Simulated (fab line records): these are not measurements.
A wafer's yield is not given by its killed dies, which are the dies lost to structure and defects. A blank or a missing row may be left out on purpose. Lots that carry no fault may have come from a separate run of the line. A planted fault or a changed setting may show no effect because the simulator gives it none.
3 desks looking at one fault | flow nand_harc | numbers are kept per desk, each desk with only its own; the story behind them comes last

## DESK OF THE TOOL OWNER: rie_diel-08
The tool's own readings at NHARC_A_BONDPAD_STRIP_15 (strips in O2): means of the sampled wafers that have a number, for each lot that ran on this tool. A lot is out of limits, marked OUT, if its mean lies more than 4 standard deviations from the usual mean; the brackets give that distance.
Columns: A = drypump_motor_current_A at NHARC_A_BONDPAD_STRIP_15, usual 5.7 A; B = oes_product_au at NHARC_A_BONDPAD_STRIP_15, usual 0.999 a.u.; C = rf_vpp_V at NHARC_A_BONDPAD_STRIP_15, usual 57.7 V; D = showerhead_plenum_p_Torr at NHARC_A_BONDPAD_STRIP_15, usual 3.50 Torr; E = throttle_valve_pct at NHARC_A_BONDPAD_STRIP_15, usual 17.035 %
lot  | first seen here | A   | B     | C    | D    | E
L471 | day 23 02:26    | 5.7 | 0.992 | 58.0 | 3.51 | 17.033
L482 | day 27 21:49    | 5.6 | 0.987 | 58.2 | 3.51 | 17.033
L489 | day 30 15:10    | 5.5 | 1.007 | 57.7 | 3.50 | 17.043
L491 | day 31 12:23    | 5.8 | 0.994 | 57.1 | 3.57 | 17.029
L492 | day 31 16:42    | 5.7 | 0.998 | 56.5 | 3.60 | 17.038
L494 | day 33 08:21    | 5.5 | 0.994 | 57.7 | 3.50 | 17.034
Result from this desk: across the 6 lots, nothing is out of limits.

## METROLOGY DESK
Means of the sampled wafers that have a number, per lot and without regard to the tool the lot ran on: this is what the gauges read. A lot is out of limits, marked OUT, if its mean lies more than 4 standard deviations from the usual mean; the brackets give that distance.
Columns: A = cd_nm at NHARC_A_BONDPAD_CD_MEAS_09, usual 499.9 nm
lot  | first seen here | A
L471 | day 23 01:49    | 500.4
L472 | day 23 21:33    | 499.5
L473 | day 24 15:18    | 499.1
L482 | day 27 21:11    | 499.1
L485 | day 29 04:47    | 498.4
L488 | day 30 07:44    | 498.8
L489 | day 30 14:33    | 500.4
L490 | day 31 05:00    | 500.2
L491 | day 31 11:46    | 500.9
L492 | day 31 16:05    | 499.4
L493 | day 32 00:42    | 499.9
L494 | day 33 07:45    | 500.9
Result from this desk: across the 12 lots, nothing is out of limits.

## THE DEFECT DESK
Inspection counts along the route, by lot: the mean over sampled wafers that carry a number. A lot is out of limits, marked OUT, if its mean lies more than 4 standard deviations from the usual mean; the brackets give that distance.
Columns: A = raw_defect_count at NHARC_A_M1_INSPECT_27, usual 546
lot  | first seen here | A
L471 | day 22 23:55    | 424
L472 | day 23 19:38    | 446
L473 | day 24 13:14    | 434
L482 | day 27 19:23    | 756
L485 | day 29 02:28    | 532
L488 | day 30 05:48    | 518
L489 | day 30 12:39    | 457
L490 | day 31 03:04    | 496
L491 | day 31 09:50    | 612
L492 | day 31 14:09    | 428
L493 | day 31 22:55    | 429
L494 | day 33 05:49    | 781
Result from this desk: across the 12 lots, nothing is out of limits.

## TAKEN TOGETHER
Nothing out of limits was seen by the tool owner's desk.
At the metrology desk, nothing out of limits was observed.
No out-of-limits result turned up at the defect desk.

## WHAT HAD BEEN PUT IN BY THE SIMULATOR
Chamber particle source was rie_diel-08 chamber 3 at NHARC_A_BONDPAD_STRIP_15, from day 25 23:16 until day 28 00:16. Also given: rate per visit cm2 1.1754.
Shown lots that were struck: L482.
